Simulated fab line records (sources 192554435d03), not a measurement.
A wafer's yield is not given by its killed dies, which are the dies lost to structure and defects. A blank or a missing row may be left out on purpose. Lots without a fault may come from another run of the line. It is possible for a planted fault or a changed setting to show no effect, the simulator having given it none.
What tool caused it? -- flow n5_finfet -- 33 wafers from 11 lots sampled at 4 of the route's 1938 steps

== WHAT EACH GAUGE READ, for each wafer ==
N5_BEOL_M12_CD_MEAS_10: target cd 140 nm.
lot,measured,on,cd_nm (nm)
L939,day 10 02:08,cd_sem-02,144.1 142.1 139.8
L941,day 10 12:51,cd_sem-01,139.1 138.9 141.5
L940,day 10 18:54,cd_sem-03,143.1 144.0 145.9
L942,day 11 01:40,cd_sem-01,142.0 141.8 144.0
L944,day 11 20:04,cd_sem-01,139.1 143.9 140.2
L953,day 13 17:31,cd_sem-01,127.8 125.3 125.9
L954,day 14 04:31,cd_sem-03,122.6 125.8 123.2
L959,day 16 05:40,cd_sem-02,138.4 142.0 138.7
L960,day 16 10:31,cd_sem-01,136.3 140.4 140.2
L961,day 16 10:52,cd_sem-02,145.1 137.5 139.0
L962,day 16 17:30,cd_sem-02,139.5 138.0 143.1

== WHICH TOOL RAN EACH LOT (tool, then ch and the chambers of the sampled wafers, then the start) ==
lot,N5_BEOL_M11_CURE_72,N5_BEOL_M11_ANNEAL_51,N5_BEOL_M12_PEB_08
L939,"uv_cure-02 ch 0, day 9 23:35","rtp_anneal-02 ch 0, day 10 00:50","litho_track-02 ch 0, day 10 02:01"
L941,"uv_cure-02 ch 0, day 10 09:53","rtp_anneal-01 ch 0, day 10 11:37","litho_track-05 ch 0, day 10 12:44"
L940,"uv_cure-03 ch 0, day 10 15:40","rtp_anneal-01 ch 0, day 10 17:35","litho_track-01 ch 0, day 10 18:47"
L942,"uv_cure-01 ch 1, day 10 22:39","rtp_anneal-01 ch 0, day 11 00:13","litho_track-05 ch 0, day 11 01:33"
L944,"uv_cure-02 ch 0, day 11 16:26","rtp_anneal-01 ch 0, day 11 18:34","litho_track-05 ch 0, day 11 19:56"
L953,"uv_cure-03 ch 1, day 13 14:59","rtp_anneal-02 ch 0, day 13 16:09","litho_track-01 ch 0, day 13 17:23"
L954,"uv_cure-02 ch 2, day 14 01:17","rtp_anneal-02 ch 0, day 14 03:08","litho_track-01 ch 0, day 14 04:24"
L959,"uv_cure-02 ch 1, day 16 02:52","rtp_anneal-01 ch 0, day 16 04:19","litho_track-02 ch 0, day 16 05:33"
L960,"uv_cure-01 ch 1, day 16 06:34","rtp_anneal-01 ch 0, day 16 09:16","litho_track-05 ch 0, day 16 10:25"
L961,"uv_cure-03 ch 2, day 16 06:49","rtp_anneal-02 ch 0, day 16 09:34","litho_track-02 ch 0, day 16 10:44"
L962,"uv_cure-01 ch 2, day 16 14:20","rtp_anneal-02 ch 0, day 16 16:11","litho_track-01 ch 0, day 16 17:23"
- N5_BEOL_M11_CURE_72: cures SiCOH lowk, time 120 s.
- N5_BEOL_M11_ANNEAL_51: time 90 s.
- N5_BEOL_M12_PEB_08: peb time 90 s.

== THE ANSWER, worked out from the rows above alone ==
Rule: the lots themselves supply what counts as usual. The widest of any qualifying gaps counts: lots, ordered by their means at a reading, are off when they make up no more than a third of the lots, leave a main group of 4 or more, and stand apart from it by 3 or more times the standard deviation of that group's means. If all means in a main group match to the digits the tables above print for the reading, that group is not used. Also off: a lot with no number at a reading for which 4 or more lots have one. All remaining lots with rows at the step are treated as sound.
Off: L953, L954, at N5_BEOL_M12_CD_MEAS_10 (cd_nm). Main group: mean 141.0 nm, sd 1.6.
If a tool, at a process step before that reading, ran all the lots that are off and no sound lot after the first of them, it fits. The gauges at N5_BEOL_M12_CD_MEAS_10 are tried like those tools. None of those tried fits.

== WHAT THE SIMULATOR HAD PUT IN ==
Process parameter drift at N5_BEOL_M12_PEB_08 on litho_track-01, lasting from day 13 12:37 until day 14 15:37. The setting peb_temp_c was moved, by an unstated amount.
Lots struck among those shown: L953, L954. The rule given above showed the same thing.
